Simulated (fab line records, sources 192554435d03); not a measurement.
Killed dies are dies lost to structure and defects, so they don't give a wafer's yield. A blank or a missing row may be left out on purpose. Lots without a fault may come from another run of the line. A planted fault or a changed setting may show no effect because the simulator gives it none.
fab line records | flow n5_finfet
record lots=9 wafers=27 last_day=17
route steps=1938 shown BEOL_M1@753 BEOL_M4@1111 PASSIVATION@1936
lots that met no fault: from a run of the same line without faults
start_h: hours from the record's first day to the start of the lot's first wafer shown | wait_h: hours since the lot's step before | " the same as in the row above | L1.1+2: a row that stands for several wafers | - no value, or no start given | * or withheld: withheld | < > ~ a bound
route shown NAME@n: a module of which the file shows steps, and the number in the route of the first | usual: mean/standard deviation of fault-free wafers | same: alike in all rows | chamber/n: place in a boat | sites: the reading at each site | _std_site: their standard deviation | _edge_site: outer sites' mean less inner sites' | radius_mm: how far each site lies from the wafer's centre | mask NAME#n: copy n | behind: the tool/chamber that last shaped the wafer | hold: why the lot was held/for how many hours/how that ended | device: the transistor (n, p or np) that didn't switch | end of line: the same wafers' tests at the end of the route | a step without rows: its recipe alone | killed: dies lost to structure and defects at the first sort, not the wafer's yield | map: a wafer's dies, x killed, . not, _ none there
set.NAME: the setting as run; set.NAME@STEP: as run at that earlier step | model.NAME: the simulator's own value behind a step, which no gauge read
steps of the route over a sample of lots; a table a step, a row a wafer
services: from which hour (start_h, from the record's first day; less than 0 if before it) a tool's chamber was out of use, for how many hours, and why
## steps
# step N5_BEOL_M1_PECVD_72
# recipe material=SiO2 target_thk_a=160 temp_c=400 precursor=TEOS/O2 pressure_torr=5.5 rf_w=450 teos_flow_sccm=53.8 gas=O2 flow_sccm=3000 time_s=18
# usual heater_power_w=666/78 showerhead_plenum_p_Torr=8.81/0.076 throttle_valve_pct=22.5/1.5
# same time_s=18
# columns lot.wafer tool chamber start_h wait_h heater_power_w showerhead_plenum_p_Torr throttle_valve_pct
L129.1 pecvd-02 0 134.85 0.0 660 8.82 20.8
L129.4 " 0 " " 657 8.78 20.8
L129.5 " 1 " " 528 8.92 25.6
L131.2 pecvd-01 0 146.33 0.0 708 8.92 21.7
L131.3 " 1 " " 721 8.87 24.2
L131.6 " 0 " " 734 8.92 21.5
L130.4 pecvd-04 2 146.92 0.1 562 8.84 22.1
L130.5 " 1 " " 746 8.83 22.3
L130.6 " 2 " " 566 8.80 22.2
L136.3 pecvd-02 1 172.41 0.0 650 8.92 25.3
L136.5 " 1 " " 631 8.90 25.6
L136.6 " 0 " " 627 8.78 20.8
L138.2 pecvd-01 1 186.81 0.0 864 8.84 24.4
L138.3 " 2 " " 743 8.68 25.1
L138.5 " 0 " " 745 8.91 21.8
L143.1 pecvd-04 1 210.65 0.0 620 8.79 22.3
L143.3 " 2 " " 528 8.82 22.4
L143.5 " 2 " " 513 8.78 22.2
L144.4 pecvd-02 2 216.31 0.1 605 8.71 21.0
L144.5 " 1 " " 608 8.91 25.4
L144.6 " 0 " " 658 8.79 21.0
L148.1 pecvd-04 1 238.56 0.0 641 8.82 21.9
L148.4 " 2 " " 569 8.81 22.2
L148.5 " 1 " " 644 8.83 22.3
L151.3 pecvd-04 2 262.13 0.0 566 8.82 22.5
L151.4 " 2 " " 583 8.82 22.3
L151.5 " 1 " " 698 8.81 22.5
# step N5_BEOL_M1_EXPOSE_08
# recipe mask_id=M1 na=0.33 source_shape=dipole sigma_inner=0.369 sigma_outer=0.767 polarization=unpolarized dose_mj=33
# usual exposure_dose_mJ_cm2=33.04/0.096
# same dipole_opening_deg=79.7 sigma_inner=0.369
# columns lot.wafer tool chamber start_h wait_h mask exposure_dose_mJ_cm2
L129.1 euv_scanner-01 0 135.82 - M1#0 32.99
L129.4 " 0 " " M1#0 33.03
L129.5 " 0 " " M1#0 33.00
L131.2 euv_scanner-01 0 148.63 - M1#0 32.90
L131.3 " 0 " " M1#0 32.95
L131.6 " 0 " " M1#0 32.94
L130.4 euv_scanner-02 0 148.87 - M1#0 33.12
L130.5 " 0 " " M1#0 33.12
L130.6 " 0 " " M1#0 33.10
L136.3 euv_scanner-01 0 174.05 - M1#0 32.99
L136.5 " 0 " " M1#0 33.01
L136.6 " 0 " " M1#0 32.99
L138.2 euv_scanner-02 0 188.72 - M1#0 33.12
L138.3 " 0 " " M1#0 33.10
L138.5 " 0 " " M1#0 33.13
L143.1 euv_scanner-01 0 213.36 - M1#0 34.51
L143.3 " 0 " " M1#0 34.50
L143.5 " 0 " " M1#0 34.51
L144.4 euv_scanner-02 0 216.98 - M1#0 33.15
L144.5 " 0 " " M1#0 33.16
L144.6 " 0 " " M1#0 33.16
L148.1 euv_scanner-02 0 239.02 - M1#0 33.12
L148.4 " 0 " " M1#0 33.12
L148.5 " 0 " " M1#0 33.11
L151.3 euv_scanner-02 0 262.59 - M1#0 33.16
L151.4 " 0 " " M1#0 33.13
L151.5 " 0 " " M1#0 33.18
# step N5_BEOL_M1_CD_MEAS_11
# recipe target_cd_nm=17.05 landing_energy_ev=500 detector=se_inlens polarity=opening
# usual cd_nm=17.14/0.24
# columns lot.wafer tool chamber start_h wait_h cd_nm
L129.1 cd_sem-03 0 135.95 - 17.38
L129.4 " 0 " " 16.80
L129.5 " 0 " " 16.99
L131.2 cd_sem-02 0 148.75 - 17.31
L131.3 " 0 " " 17.43
L131.6 " 0 " " 17.27
L130.4 cd_sem-03 0 148.98 - 17.10
L130.5 " 0 " " 17.07
L130.6 " 0 " " 17.33
L136.3 cd_sem-02 0 174.17 - 16.58
L136.5 " 0 " " 17.16
L136.6 " 0 " " 17.03
L138.2 cd_sem-02 0 188.84 - 17.25
L138.3 " 0 " " 16.97
L138.5 " 0 " " 16.90
L143.1 cd_sem-01 0 213.48 - 17.69
L143.3 " 0 " " 17.86
L143.5 " 0 " " 18.08
L144.4 cd_sem-03 0 217.09 - 17.11
L144.5 " 0 " " 17.41
L144.6 " 0 " " 17.44
L148.1 cd_sem-02 0 239.15 - 17.19
L148.4 " 0 " " 17.15
L148.5 " 0 " " 17.04
L151.3 cd_sem-01 0 262.70 - 17.23
L151.4 " 0 " " 17.27
L151.5 " 0 " " 16.93
# step N5_BEOL_M1_OVL_MEAS_12
# recipe points_per_wafer=522
# usual M1_OVL=-0.3/0.72
# columns lot.wafer tool chamber start_h wait_h M1_OVL[nm]
L129.1 overlay-01 0 135.98 0.0 -1.5
L129.4 " 0 " " -0.6
L129.5 " 0 " " -1.6
L131.2 overlay-02 0 148.79 0.0 0.3
L131.3 " 0 " " -0.8
L131.6 " 0 " " -0.4
L130.4 overlay-02 0 149.02 0.0 -0.3
L130.5 " 0 " " -0.3
L130.6 " 0 " " -0.8
L136.3 overlay-02 0 174.21 0.0 -1.2
L136.5 " 0 " " -0.4
L136.6 " 0 " " -1.1
L138.2 overlay-02 0 188.87 0.0 -1.5
L138.3 " 0 " " -0.6
L138.5 " 0 " " -1.0
L143.1 overlay-01 0 213.51 0.0 0.4
L143.3 " 0 " " -0.4
L143.5 " 0 " " -0.5
L144.4 overlay-02 0 217.14 0.0 0.3
L144.5 " 0 " " 1.2
L144.6 " 0 " " 1.0
L148.1 overlay-02 0 239.18 0.0 0.1
L148.4 " 0 " " -0.5
L148.5 " 0 " " -0.3
L151.3 overlay-02 0 262.74 0.0 -0.4
L151.4 " 0 " " -0.7
L151.5 " 0 " " 0.7
# step N5_BEOL_M1_ETCH_63
# recipe chemistry=CF4 target=SiARC target_depth_a=156 mask_material=CAR-EUV time_s=26 ion_energy_ev=80 pressure_mtorr=40 source_w=545 bias_w=36 Ar_flow_sccm=100 cf4_flow_sccm=100 ends=cleared
# usual drypump_motor_current_A=5.8/0.51 etch_rf_on_time_s=25.7/1 oes_product_au=0.70/0.081 rf_vpp_V=183.8/0.96 showerhead_plenum_p_Torr=2.11/0.045 throttle_valve_pct=15.53/0.26
# columns lot.wafer tool chamber start_h wait_h drypump_motor_current_A etch_rf_on_time_s oes_product_au rf_hours_counter_h rf_vpp_V showerhead_plenum_p_Torr throttle_valve_pct
L129.1 rie_diel-05 3 136.12 0.0 5.5 24.0 0.86 6 185.0 2.20 15.48
L129.4 " 1 " " 5.4 27.2 0.71 40 184.9 2.18 15.29
L129.5 " 3 " " 5.5 24.0 0.86 - 184.5 2.20 15.47
L131.2 rie_diel-01 3 148.93 0.0 6.3 27.1 0.64 117 182.7 2.07 15.53
L131.3 " 2 " " 5.6 25.7 0.77 27 184.1 2.09 15.35
L131.6 " 3 " " 6.3 27.1 0.64 - 182.6 2.07 15.55
L130.4 rie_diel-03 3 149.21 0.0 6.4 24.1 0.82 12 185.4 2.11 15.10
L130.5 " 0 " " 6.5 25.3 0.61 - 182.9 2.14 15.93
L130.6 " 1 " " 4.7 24.9 0.79 - 183.9 2.11 15.71
L136.3 rie_diel-05 1 174.43 0.0 5.4 27.0 0.69 51 184.9 2.18 15.32
L136.5 " 2 " " 5.7 26.3 0.75 - 183.8 2.15 15.06
L136.6 " 1 " " 5.4 27.1 0.70 - 184.0 2.18 15.32
L138.2 rie_diel-01 1 189.01 0.0 5.7 26.3 0.57 235 182.5 2.03 15.74
L138.3 " 3 " " 6.3 27.0 0.64 129 182.1 2.07 15.58
L138.5 " 0 " " 6.0 27.1 0.63 - 184.5 2.13 15.65
L143.1 rie_diel-01 2 213.82 0.0 5.6 25.6 0.74 48 183.6 2.08 15.38
L143.3 " 3 " " 6.3 27.0 0.63 136 183.1 2.07 15.59
L143.5 " 1 " " 5.7 26.4 0.57 - 183.3 2.03 15.76
L144.4 rie_diel-05 0 217.28 0.0 6.4 25.3 0.66 - 182.6 2.07 15.69
L144.5 " 2 " " 5.8 26.2 0.73 - 183.4 2.15 15.06
L144.6 " 1 " " 5.4 26.9 0.69 - 185.2 2.17 15.32
L148.1 rie_diel-03 0 239.42 0.0 6.6 25.7 0.82 3 183.9 2.14 15.47
L148.4 " 2 " " 5.2 25.4 0.62 220 184.0 2.13 15.83
L148.5 " 3 " " 6.4 23.9 0.78 - 182.2 2.10 15.16
L151.3 rie_diel-05 0 262.87 0.0 6.4 25.0 0.66 128 182.8 2.07 15.73
L151.4 " 2 " " 5.7 26.0 0.72 71 184.2 2.14 15.12
L151.5 " 0 " " 6.4 25.1 0.65 - 182.7 2.07 15.73
# step N5_BEOL_M4_RC_MEAS_101
# usual DIBL_N=37.3/2.3 DIBL_P=37.4/2.9 IOFF_N=0.18/0.045 IOFF_P=0.25/0.054 ION_N=679/15 ION_P=468/9.7 SS_N=71.8/0.62 SS_P=73.6/0.76 VT_N=248/4.1 VT_P=-248/3.6
# columns lot.wafer tool chamber start_h wait_h DIBL_N[mV/V] DIBL_P[mV/V] IOFF_N[nA/um] IOFF_P[nA/um] ION_N[uA/um] ION_P[uA/um] SS_N[mV/dec] SS_P[mV/dec] VT_N[mV] VT_P[mV]
L129.1 prober-01 0 182.56 0.0 36.8 37.7 0.16 0.26 687 483 72.0 74.3 247 -246
L129.4 " 0 " " 36.2 35.5 0.14 0.24 669 466 71.4 73.4 251 -245
L129.5 " 0 " " 37.5 37.9 0.17 0.28 689 482 71.9 73.8 246 -246
L131.2 prober-01 0 189.22 0.2 37.0 38.6 0.17 0.24 697 480 71.6 72.8 247 -249
L131.3 " 0 " " 32.8 32.4 0.09 0.14 651 450 71.4 71.4 259 -254
L131.6 " 0 " " 34.7 35.2 0.12 0.18 666 459 71.6 72.1 253 -249
L130.4 prober-02 0 189.93 0.5 33.6 32.9 0.12 0.20 655 456 71.0 73.3 252 -247
L130.5 " 0 " " 32.9 33.4 0.12 0.20 667 469 70.7 72.9 255 -248
L130.6 " 0 " " 37.0 36.0 0.18 0.24 675 464 71.3 73.5 247 -249
L136.3 prober-02 0 216.15 0.3 40.4 39.5 0.25 0.31 708 483 72.6 74.4 242 -243
L136.5 " 0 " " 38.3 36.6 0.18 0.26 667 464 71.1 73.6 246 -245
L136.6 " 0 " " 38.9 38.0 0.20 0.27 701 481 72.2 73.5 245 -245
L138.2 prober-01 0 235.89 0.2 36.9 38.9 0.18 0.25 673 462 72.5 73.3 247 -249
L138.3 " 0 " " 32.6 32.7 0.11 0.16 675 461 70.8 72.4 258 -254
L138.5 " 0 " " 36.2 38.4 0.19 0.25 692 472 72.3 73.1 246 -246
L143.1 prober-01 0 262.31 0.0 41.3 41.0 0.29 0.34 697 476 71.5 74.8 239 -244
L143.3 " 0 " " 36.2 35.4 0.17 0.23 689 479 71.1 73.6 246 -246
L143.5 " 0 " " 35.9 33.3 0.14 0.19 667 455 71.7 72.6 251 -250
L144.4 prober-02 0 269.11 0.5 33.5 34.4 0.14 0.20 669 463 70.6 73.1 251 -249
L144.5 " 0 " " 32.0 33.1 0.13 0.19 679 468 70.6 72.6 249 -250
L144.6 " 0 " " 35.5 35.0 0.16 0.21 652 450 71.8 73.5 251 -253
L148.1 prober-01 0 292.03 0.0 38.4 38.8 0.19 0.27 677 475 71.7 73.7 246 -244
L148.4 " 0 " " 36.2 35.8 0.15 0.22 662 462 71.6 72.5 252 -245
L148.5 " 0 " " 38.8 39.9 0.20 0.29 677 469 72.2 73.6 248 -245
L151.3 prober-02 0 301.76 0.3 38.2 36.8 0.19 0.30 680 476 71.5 73.7 246 -242
L151.4 " 0 " " 37.2 36.0 0.18 0.26 681 468 71.3 73.0 246 -246
L151.5 " 0 " " 34.7 33.0 0.13 0.21 675 472 71.0 72.6 251 -248
# step N5_PASSIVATION_PROBE_49
# usual defect_limited_yield=91.3/1.5 killed_at_M0_to_M3=35/8.7 killed_at_M4_up=14/5.5 killed_at_contacts=11/5.6 killed_at_front_end=39/13 killed_at_other=3.7/2.2 killed_dies=103/18 killed_on_rim=14/4.4 killed_open=69/14 killed_short=33/7.8 sort_bin_5_function=5.1/0.99 sort_bin_6_memory=3.3/0.67 sort_bin_8_speed=0.02/0.17 sort_n_pass=1077/18 sort_yield_pct=91.2/1.5
# same gross_dies=1180 killed_at_back_side=0 sort_bin_4_leakage[%]=0
# columns lot.wafer tool chamber start_h wait_h defect_limited_yield[%] killed_at_M0_to_M3 killed_at_M4_up killed_at_contacts killed_at_front_end killed_at_other killed_dies killed_on_rim killed_open killed_short sort_bin_5_function[%] sort_bin_6_memory[%] sort_bin_8_speed[%] sort_n_pass sort_yield_pct[%]
L131.2 prober-01 - 281.91 0.1 89.2 25 13 12 74 4 128 13 89 39 6.4 4.2 0 1052 89.2
L131.3 prober-01 - 281.96 0.1 89.8 40 18 6 51 5 120 18 83 34 5.6 4.2 0.08 1059 89.7
L131.6 prober-01 - 282.11 0.3 90.8 45 8 12 40 3 108 15 70 36 5.6 3.3 0 1072 90.8
L129.1 prober-02 - 286.73 0.0 90.6 40 7 13 46 5 111 18 76 33 5.1 3.7 0 1069 90.6
L129.4 prober-02 - 286.88 0.2 90.6 37 16 10 43 5 111 17 73 37 5.3 3.8 0 1069 90.6
L129.5 prober-02 - 286.93 0.2 90.4 14 5 27 63 4 113 28 73 38 5.6 3.7 0 1067 90.4
L130.4 prober-01 - 294.20 0.2 91.7 42 13 10 32 1 98 11 65 33 5.2 2.8 0 1082 91.7
L130.5 prober-01 - 294.25 0.2 90.8 42 12 12 34 8 108 21 70 37 5.3 3.7 0 1072 90.8
L130.6 prober-01 - 294.30 0.3 89.8 46 8 13 48 5 120 15 76 42 6.3 3.1 0 1060 89.8
L136.3 prober-01 - 312.96 0.1 91.1 28 26 25 21 5 105 13 70 35 5.6 3.1 0 1075 91.1
L136.5 prober-01 - 313.06 0.2 90.9 30 22 14 36 5 107 16 76 31 5.8 2.8 0 1073 90.9
L136.6 prober-01 - 313.11 0.3 92.5 27 11 21 29 0 88 6 63 25 4.3 3.0 0 1092 92.5
L138.2 prober-01 - 352.43 0.1 91.0 43 17 2 40 4 106 14 65 40 4.7 3.8 0 1074 91.0
L138.3 prober-01 - 352.48 0.1 91.5 32 21 9 33 5 100 13 60 39 4.8 3.1 0 1080 91.5
L138.5 prober-01 - 352.58 0.2 92.5 34 13 6 32 4 89 10 56 33 4.7 2.7 0 1091 92.5
L143.1 prober-02 - 376.56 0.0 63.9 363 12 11 33 7 426 54 64 30 23.1 11.8 0 754 63.9
L143.3 prober-02 - 376.66 0.1 61.5 368 20 18 45 3 454 71 76 35 23.8 13.4 0 726 61.5
L143.5 prober-02 - 376.76 0.2 62.5 365 17 19 38 4 443 60 74 36 22.6 13.6 0 737 62.5
L144.4 prober-01 - 377.76 0.2 90.8 44 15 16 30 3 108 16 66 41 5.8 2.9 0 1072 90.8
L144.5 prober-01 - 377.81 0.2 90.4 51 7 18 34 3 113 14 65 48 5.2 4.0 0 1067 90.4
L144.6 prober-01 - 377.86 0.3 91.9 35 21 10 25 5 96 13 63 32 4.8 3.0 0 1084 91.9
L151.3 prober-01 - 405.04 0.1 89.2 34 13 15 63 3 128 18 88 39 6.3 4.4 0 1052 89.2
L151.4 prober-01 - 405.09 0.2 91.2 31 19 8 45 1 104 12 65 36 5.4 2.9 0 1076 91.2
L151.5 prober-01 - 405.14 0.2 88.8 37 22 20 50 3 132 23 90 37 6.8 4.3 0 1048 88.8
L148.1 prober-02 - 412.42 0.0 92.3 19 19 12 38 3 91 10 67 22 4.6 2.7 0 1089 92.3
L148.4 prober-02 - 412.57 0.2 91.5 32 12 12 40 4 100 7 69 29 4.9 3.1 0 1080 91.5
L148.5 prober-02 - 412.62 0.2 90.3 32 12 16 52 3 115 11 77 37 5.7 3.6 0 1065 90.3
# killed by level:class
L131.2 STI_FIN_REVEAL:geometric_particle:open=25 FIN_SAQP:geometric_particle:open=15 MOL_CONTACT_COAG:geometric_particle:open=9 BEOL_M0_SAQP:geometric_particle:short=9 BEOL_M0_SAQP:geometric_particle:open=8 FIN_SAQP:geometric_particle:short=7 STI_FIN_REVEAL:geometric_particle:short=6 GATE_CUT:geometric_particle:short=6
L131.3 STI_FIN_REVEAL:geometric_particle:open=18 BEOL_M3:geometric_particle:open=14 FIN_SAQP:geometric_particle:open=11 BEOL_M0_SAQP:geometric_particle:short=9 BEOL_M0_SAQP:geometric_particle:open=6 STI_FIN_REVEAL:geometric_particle:short=5 BEOL_M2:geometric_particle:open=5 MOL_CONTACT_COAG:geometric_particle:open=5
L131.6 BEOL_M0_SAQP:geometric_particle:open=18 BEOL_M0_SAQP:geometric_particle:short=12 MOL_CONTACT_COAG:geometric_particle:open=11 STI_FIN_REVEAL:geometric_particle:open=9 FIN_SAQP:geometric_particle:short=6 FIN_SAQP:geometric_particle:open=5 STI_FIN_REVEAL:geometric_particle:short=5 BEOL_M3:geometric_particle:open=5
L129.1 STI_FIN_REVEAL:geometric_particle:open=20 MOL_CONTACT_COAG:geometric_particle:open=12 BEOL_M0_SAQP:geometric_particle:short=10 FIN_SAQP:geometric_particle:short=7 BEOL_M1:geometric_particle:open=7 BEOL_M2:geometric_particle:open=7 FIN_SAQP:geometric_particle:open=5 BEOL_M3:geometric_particle:open=5
L129.4 BEOL_M2:geometric_particle:open=13 FIN_SAQP:geometric_particle:open=11 MOL_CONTACT_COAG:geometric_particle:open=10 BEOL_M0_SAQP:geometric_particle:open=9 BEOL_M4:geometric_particle:open=8 FIN_SAQP:geometric_particle:short=7 STI_FIN_REVEAL:geometric_particle:open=7 DUMMY_GATE:geometric_particle:open=5
L129.5 MOL_CONTACT_COAG:geometric_particle:open=20 STI_FIN_REVEAL:geometric_particle:open=16 FIN_SAQP:geometric_particle:short=13 FIN_SAQP:geometric_particle:open=11 MOL_CONTACT_COAG:geometric_particle:short=7 DUMMY_GATE:geometric_particle:open=6 GATE_CUT:geometric_particle:short=3 BEOL_M0_SAQP:geometric_particle:open=3
L130.4 BEOL_M0_SAQP:geometric_particle:short=14 BEOL_M0_SAQP:geometric_particle:open=10 BEOL_M3:geometric_particle:open=9 FIN_SAQP:geometric_particle:open=8 GATE_CUT:geometric_particle:open=7 MOL_CONTACT_COAG:geometric_particle:open=6 FIN_SAQP:geometric_particle:short=5 BEOL_M4:geometric_particle:open=5
L130.5 BEOL_M0_SAQP:geometric_particle:open=17 BEOL_M0_SAQP:geometric_particle:short=13 MOL_CONTACT_COAG:geometric_particle:open=10 DUMMY_GATE:geometric_particle:open=8 STI_FIN_REVEAL:geometric_particle:open=6 FIN_SAQP:geometric_particle:short=5 BEOL_M3:geometric_particle:open=5 FIN_SAQP:geometric_particle:open=3
L130.6 BEOL_M0_SAQP:geometric_particle:short=13 STI_FIN_REVEAL:geometric_particle:open=12 MOL_CONTACT_COAG:geometric_particle:open=10 BEOL_M0_SAQP:geometric_particle:open=9 BEOL_M3:geometric_particle:open=9 GATE_CUT:geometric_particle:open=8 GATE_CUT:geometric_particle:short=7 BEOL_M1:geometric_particle:open=6
L136.3 MOL_CONTACT_COAG:geometric_particle:open=19 GATE_CUT:geometric_particle:short=8 BEOL_M1:geometric_particle:open=8 BEOL_M4:geometric_particle:open=8 MOL_CONTACT_COAG:geometric_particle:short=6 BEOL_M0_SAQP:geometric_particle:open=6 BEOL_M0_SAQP:geometric_particle:short=5 BEOL_M7:geometric_particle:open=5
L136.5 BEOL_M2:geometric_particle:open=12 MOL_CONTACT_COAG:geometric_particle:open=10 DUMMY_GATE:geometric_particle:open=7 BEOL_M1:geometric_particle:open=7 STI_FIN_REVEAL:geometric_particle:open=6 BEOL_M5:geometric_particle:open=6 BEOL_M4:geometric_particle:open=5 FIN_SAQP:geometric_particle:short=4
L136.6 MOL_CONTACT_COAG:geometric_particle:open=18 BEOL_M1:geometric_particle:open=11 FIN_SAQP:geometric_particle:short=5 DUMMY_GATE:geometric_particle:open=5 BEOL_M2:geometric_particle:open=5 STI_FIN_REVEAL:geometric_particle:open=4 GATE_CUT:geometric_particle:short=4 BEOL_M1:geometric_particle:short=4
L138.2 BEOL_M0_SAQP:geometric_particle:short=14 BEOL_M0_SAQP:geometric_particle:open=11 FIN_SAQP:geometric_particle:open=8 STI_FIN_REVEAL:geometric_particle:open=8 ILD0:geometric_particle:short=7 BEOL_M2:geometric_particle:open=6 DUMMY_GATE:geometric_particle:open=4 ILD0:geometric_particle:open=4
L138.3 BEOL_M0_SAQP:geometric_particle:short=11 STI_FIN_REVEAL:geometric_particle:open=8 MOL_CONTACT_COAG:geometric_particle:open=7 GATE_CUT:geometric_particle:short=6 BEOL_M0_SAQP:geometric_particle:open=6 BEOL_M6:geometric_particle:open=5 BEOL_M3:geometric_particle:open=5 FIN_SAQP:geometric_particle:open=4
L138.5 BEOL_M0_SAQP:geometric_particle:open=14 BEOL_M0_SAQP:geometric_particle:short=9 BEOL_M4:geometric_particle:open=7 STI_FIN_REVEAL:geometric_particle:open=6 MOL_CONTACT_COAG:geometric_particle:open=6 GATE_CUT:geometric_particle:short=6 BEOL_M3:geometric_particle:open=5 FIN_SAQP:geometric_particle:short=4
L143.1 BEOL_M1:area_expose=332 BEOL_M1:geometric_particle:open=11 FIN_SAQP:geometric_particle:open=9 MOL_CONTACT_COAG:geometric_particle:open=8 BEOL_M0_SAQP:geometric_particle:short=6 DUMMY_GATE:geometric_particle:open=5 BEOL_M0_SAQP:geometric_particle:open=4 BEOL_M2:geometric_particle:open=4
L143.3 BEOL_M1:area_expose=343 STI_FIN_REVEAL:geometric_particle:open=15 BEOL_M4:geometric_particle:open=13 MOL_CONTACT_COAG:geometric_particle:open=11 FIN_SAQP:geometric_particle:open=9 FIN_SAQP:geometric_particle:short=8 MOL_CONTACT_COAG:geometric_particle:short=7 BEOL_M0_SAQP:geometric_particle:open=6
L143.5 BEOL_M1:area_expose=332 MOL_CONTACT_COAG:geometric_particle:open=16 BEOL_M1:geometric_particle:open=11 FIN_SAQP:geometric_particle:short=8 DUMMY_GATE:geometric_particle:open=8 FIN_SAQP:geometric_particle:open=6 BEOL_M1:geometric_particle:short=6 BEOL_M4:geometric_particle:open=5
L144.4 MOL_CONTACT_COAG:geometric_particle:open=13 BEOL_M0_SAQP:geometric_particle:open=11 BEOL_M0_SAQP:geometric_particle:short=8 FIN_SAQP:geometric_particle:open=5 GATE_CUT:geometric_particle:short=5 BEOL_M1:geometric_particle:open=5 BEOL_M2:geometric_particle:short=5 BEOL_M4:geometric_particle:short=5
L144.5 BEOL_M0_SAQP:geometric_particle:short=17 MOL_CONTACT_COAG:geometric_particle:open=15 BEOL_M1:geometric_particle:open=9 GATE_CUT:geometric_particle:short=8 BEOL_M0_SAQP:geometric_particle:open=7 BEOL_M2:geometric_particle:open=7 STARTING-WAFER:geometric_particle:short=6 STARTING-WAFER:geometric_particle:open=4
L144.6 BEOL_M4:geometric_particle:open=16 BEOL_M0_SAQP:geometric_particle:short=9 MOL_CONTACT_COAG:geometric_particle:open=8 BEOL_M1:geometric_particle:open=7 BEOL_M0_SAQP:geometric_particle:open=6 STI_FIN_REVEAL:geometric_particle:open=5 GATE_CUT:geometric_particle:short=5 BEOL_M2:geometric_particle:open=4
L151.3 FIN_SAQP:geometric_particle:open=25 MOL_CONTACT_COAG:geometric_particle:open=14 STI_FIN_REVEAL:geometric_particle:open=13 FIN_SAQP:geometric_particle:short=12 BEOL_M0_SAQP:geometric_particle:open=12 BEOL_M3:geometric_particle:open=6 BEOL_M0_SAQP:geometric_particle:short=5 BEOL_M4:geometric_particle:open=5
L151.4 FIN_SAQP:geometric_particle:open=12 BEOL_M0_SAQP:geometric_particle:short=7 BEOL_M4:geometric_particle:open=7 MOL_CONTACT_COAG:geometric_particle:open=6 GATE_CUT:geometric_particle:short=5 BEOL_M0_SAQP:geometric_particle:open=5 BEOL_M0:geometric_particle:short=5 GATE_CUT:geometric_particle:open=4
L151.5 FIN_SAQP:geometric_particle:open=16 MOL_CONTACT_COAG:geometric_particle:open=15 FIN_SAQP:geometric_particle:short=12 BEOL_M0_SAQP:geometric_particle:open=11 BEOL_M4:geometric_particle:open=10 STI_FIN_REVEAL:geometric_particle:open=10 BEOL_M1:geometric_particle:open=7 BEOL_M0_SAQP:geometric_particle:short=5
L148.1 STI_FIN_REVEAL:geometric_particle:open=15 BEOL_M4:geometric_particle:open=13 MOL_CONTACT_COAG:geometric_particle:open=11 DUMMY_GATE:geometric_particle:open=9 BEOL_M1:geometric_particle:open=6 FIN_SAQP:geometric_particle:open=4 BEOL_M0_SAQP:geometric_particle:open=4 FIN_SAQP:geometric_particle:short=3
L148.4 MOL_CONTACT_COAG:geometric_particle:open=12 FIN_SAQP:geometric_particle:short=10 BEOL_M0_SAQP:geometric_particle:open=9 STI_FIN_REVEAL:geometric_particle:open=7 BEOL_M2:geometric_particle:open=7 DUMMY_GATE:geometric_particle:open=6 SPACER0:geometric_particle:open=6 BEOL_M0_SAQP:geometric_particle:short=6
L148.5 STI_FIN_REVEAL:geometric_particle:open=16 MOL_CONTACT_COAG:geometric_particle:open=16 BEOL_M3:geometric_particle:open=8 GATE_CUT:geometric_particle:open=5 BEOL_M2:geometric_particle:open=5 BEOL_M0_SAQP:geometric_particle:short=5 BEOL_M0_SAQP:geometric_particle:open=5 FIN_SAQP:geometric_particle:open=4
## services
# columns tool chamber start_h hours kind
euv_scanner-01 - 118.25 17.3 pm
rie_diel-01 2 125.19 5.3 repair
rie_diel-03 3 130.46 6.6 repair
euv_scanner-02 - 135.55 1.0 pm
pecvd-04 0 142.65 15.8 repair
euv_scanner-01 - 146.54 1.0 pm
pecvd-02 - 156.71 0.9 repair
rie_diel-05 3 157.68 15.8 repair
euv_scanner-02 - 168.35 4.6 pm
pecvd-04 1 186.97 5.1 repair
euv_scanner-02 - 189.65 1.0 pm
pecvd-01 0 193.17 7.0 repair
euv_scanner-01 - 202.69 1.0 pm
euv_scanner-02 - 214.39 0.4 repair
euv_scanner-01 - 215.04 4.6 pm
rie_diel-05 3 215.50 3.4 repair
pecvd-04 - 216.52 1.1 repair
rie_diel-05 1 223.62 5.1 repair
pecvd-04 0 230.12 17.9 repair
euv_scanner-02 - 244.56 0.7 repair
euv_scanner-02 - 245.80 1.0 pm
rie_diel-01 3 248.54 4.6 repair
euv_scanner-01 - 258.84 1.0 pm
euv_scanner-02 0 258.87 - calibration
## key
first_sign step=N5_BEOL_M1_EXPOSE_08 reading=exposure_dose_mJ_cm2 direction=up sigmas=15 usual=33.04 struck=34.51
effect step=N5_BEOL_M1_CD_MEAS_11 reading=cd_nm direction=up sigmas=3.1 usual=17.14 struck=17.88 through=control_loop
effect step=N5_PASSIVATION_PROBE_49 reading=killed_at_M0_to_M3 direction=up sigmas=38 usual=35 struck=365
more_kills_born_at N5_BEOL_M1_EXPOSE_08@euv_scanner-01=1007
met_at N5_BEOL_M1_EXPOSE_08
struck_lots L143
loop_trim step=N5_BEOL_M1_EXPOSE_08 setting=dose lots=L143
not_acting_at N5_BEOL_M1_PECVD_72,N5_BEOL_M1_OVL_MEAS_12,N5_BEOL_M1_ETCH_63
onset_between 174.05 213.36
fault kind=process_parameter_drift tool=euv_scanner-01 chamber=- onset_h=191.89 steps=N5_BEOL_M1_EXPOSE_08 channel=dose_mj offset=1.9239 shape=step acts_in=these_recipes_only stated=33
# loop_trim: a control loop set the setting to another value than it would have without faults
